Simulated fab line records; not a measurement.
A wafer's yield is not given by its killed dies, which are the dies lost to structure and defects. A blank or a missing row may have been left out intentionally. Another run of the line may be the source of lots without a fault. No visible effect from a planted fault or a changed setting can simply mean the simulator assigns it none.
A single fault, viewed from 2 desks    flow n5Finfet    numbers are kept per desk, each desk with only its own; the story behind them comes last

METROLOGY DESK
Lot by lot, what the gauges showed, no matter which tool ran the lot: averages of those sampled wafers that carry a number. A lot is out of limits, marked OUT, if its mean lies more than 4 standard deviations from the usual mean; the brackets give that distance. Readings shown: 7 of its 12, picked as those furthest out on some lot.
Columns: A = cdNm at N5_BEOL_M0_SAQP_CD_MEAS_14, usual 42.5 nm; B = DIBL_N at N5_BEOL_M4_RC_MEAS_101, usual 36.2 mV/V; C = IOFF_N at N5_BEOL_M4_RC_MEAS_101, usual 0.16 nA/um; D = IOFF_P at N5_BEOL_M4_RC_MEAS_101, usual 0.21 nA/um; E = ION_N at N5_BEOL_M4_RC_MEAS_101, usual 675 uA/um; F = VT_N at N5_BEOL_M4_RC_MEAS_101, usual 249 mV; G = VT_P at N5_BEOL_M4_RC_MEAS_101, usual -252 mV
lot   first seen here  A     B     C     D     E    F    G
L331  day 5 23:59      42.4  38.4  0.20  0.27  685  246  -245
L333  day 6 11:44      42.4  36.5  0.17  0.19  674  250  -253
L334  day 6 16:56      42.7  35.9  0.15  0.19  675  250  -250
L337  day 7 10:51      42.0  38.8  0.25  0.29  698  242  -246
L338  day 7 17:44      41.8  34.7  0.14  0.17  677  250  -252
L347  day 10 02:09     42.4  35.6  0.15  0.17  675  250  -255
L348  day 10 15:05     42.7  35.4  0.16  0.21  678  248  -251
L349  day 10 16:36     42.2  37.1  0.14  0.19  670  252  -254
L351  day 11 05:43     42.4  37.3  0.18  0.23  685  248  -249
Finding of this desk: none of the 9 lots has anything out of limits.

TOOL OWNER'S DESK, lithoTrack-01
The tool's own readings at N5_BEOL_M0_SAQP_DEVELOP_13 (develop time 30 s): means of the sampled wafers that have a number, for each lot that ran on this tool. A lot is out of limits, marked OUT, if its mean lies more than 4 standard deviations from the usual mean; the brackets give that distance.
Columns: A = exhaustPa at N5_BEOL_M0_SAQP_DEVELOP_13, usual 45.2 Pa
lot   first seen here  A
L331  day 5 23:56      46.2
L333  day 6 11:40      45.1
L337  day 7 10:47      45.1
L338  day 7 17:41      45.1
L349  day 10 16:33     44.2
L351  day 11 05:39     45.4
Finding of this desk: none of the 6 lots has anything out of limits.

PUT TOGETHER
Metrology desk: nothing out of limits seen.
The tool owner's desk saw nothing out of limits.

WHAT THE SIMULATOR HAD INSERTED
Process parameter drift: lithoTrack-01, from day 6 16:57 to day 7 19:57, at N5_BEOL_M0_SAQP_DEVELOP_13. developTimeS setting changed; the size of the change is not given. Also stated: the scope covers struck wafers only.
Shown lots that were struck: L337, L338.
